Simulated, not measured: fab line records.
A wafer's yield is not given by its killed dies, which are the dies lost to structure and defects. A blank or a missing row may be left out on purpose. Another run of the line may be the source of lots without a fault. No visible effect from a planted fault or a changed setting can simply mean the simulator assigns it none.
Chamber matching + flow n5_finfet + N5_BEOL_M3_ETCH_63 on rie_diel-03 has 4 sister chambers
The step etches SiARC in CF4, target depth 15.6 nm, time 26 s. 18 wafers are shown with their chamber, then 9 later ones without.

WAFERS, EACH WITH ITS CHAMBER
| wafer  | chamber | showerhead_plenum_p_Torr (Torr) | drypump_motor_current_A (A) | throttle_valve_pct (%) |
|--------|---------|---------------------------------|-----------------------------|------------------------|
| L074.1 | 3       | 2.17                            | 5.1                         | 15.46                  |
| L074.5 | 0       | 2.21                            | 5.3                         | 15.61                  |
| L074.6 | 1       | 2.22                            | 5.1                         | 15.68                  |
| L075.1 | 2       | 2.11                            | 4.8                         | 15.55                  |
| L075.2 | 0       | 2.21                            | 5.3                         | 15.60                  |
| L075.4 | 3       | 2.17                            | 5.1                         | 15.47                  |
| L078.1 | 3       | 2.17                            | 5.1                         | 15.47                  |
| L078.4 | 3       | 2.17                            | 5.1                         | 15.48                  |
| L078.6 | 1       | 2.22                            | 5.2                         | 15.69                  |
| L080.1 | 2       | 2.11                            | 4.8                         | 15.05                  |
| L080.3 | 1       | 2.21                            | 5.2                         | 15.70                  |
| L080.4 | 0       | 2.21                            | 5.3                         | 15.64                  |
| L082.2 | 1       | 2.21                            | 5.2                         | 15.67                  |
| L082.3 | 0       | 2.21                            | 5.3                         | 15.63                  |
| L082.6 | 2       | 2.11                            | 4.8                         | 15.07                  |
| L084.1 | 2       | 2.11                            | 4.8                         | 15.07                  |
| L084.2 | 0       | 2.21                            | 5.4                         | 15.64                  |
| L084.4 | 3       | 2.16                            | 5.1                         | 15.49                  |

SIGNATURES (averages over the wafers above)
| reading                  | chamber 0 | chamber 1 | chamber 2 | chamber 3 | scatter within a chamber |
|--------------------------|-----------|-----------|-----------|-----------|--------------------------|
| showerhead_plenum_p_Torr | 2.2100    | 2.2150    | 2.1100    | 2.1680    | 0.00359                  |
| drypump_motor_current_A  | 5.320     | 5.175     | 4.800     | 5.100     | 0.0333                   |
| throttle_valve_pct       | 15.6240   | 15.6850   | 15.1850   | 15.4740   | 0.113                    |
Rule: for each reading, subtract the chamber's mean from the wafer's reading, divide by that reading's scatter and square the result; add these up over the readings and take the root, which gives the wafer's distance from the chamber. The wafer belongs to the nearest chamber; if the next one is less than 2 further off, it can't be placed. The scatter: take each reading less its chamber's mean, square it, sum over the shown wafers, divide by the number of wafers less the number of chambers, and take the root.

WAFERS MISSING THEIR CHAMBER
| wafer  | showerhead_plenum_p_Torr (Torr) | drypump_motor_current_A (A) | throttle_valve_pct (%) |
|--------|---------------------------------|-----------------------------|------------------------|
| L085.1 | 2.21                            | 5.1                         | 15.70                  |
| L085.2 | 2.21                            | 5.3                         | 15.63                  |
| L085.4 | 2.21                            | 5.1                         | 15.72                  |
| L094.1 | 2.20                            | 5.2                         | 15.75                  |
| L094.2 | 2.10                            | 4.8                         | 15.09                  |
| L094.3 | 2.20                            | 5.3                         | 15.70                  |
| L097.3 | 2.10                            | 4.8                         | 15.12                  |
| L097.4 | 2.20                            | 5.2                         | 15.76                  |
| L097.6 | 2.20                            | 5.4                         | 15.70                  |

WHICH CHAMBER EACH ONE RAN IN
| wafer  | from the rows above     | in truth |
|--------|-------------------------|----------|
| L085.1 | 1                       | 1        |
| L085.2 | 0                       | 0        |
| L085.4 | 1                       | 1        |
| L094.1 | can't be placed: 1 or 0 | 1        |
| L094.2 | 2                       | 2        |
| L094.3 | 0                       | 0        |
| L097.3 | 2                       | 2        |
| L097.4 | can't be placed: 1 or 0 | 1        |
| L097.6 | 0                       | 0        |
Placed correctly: 7 of 9. Can't be placed from these rows: 2 (the true chamber is among the candidates in 2). Placed wrongly: 0.
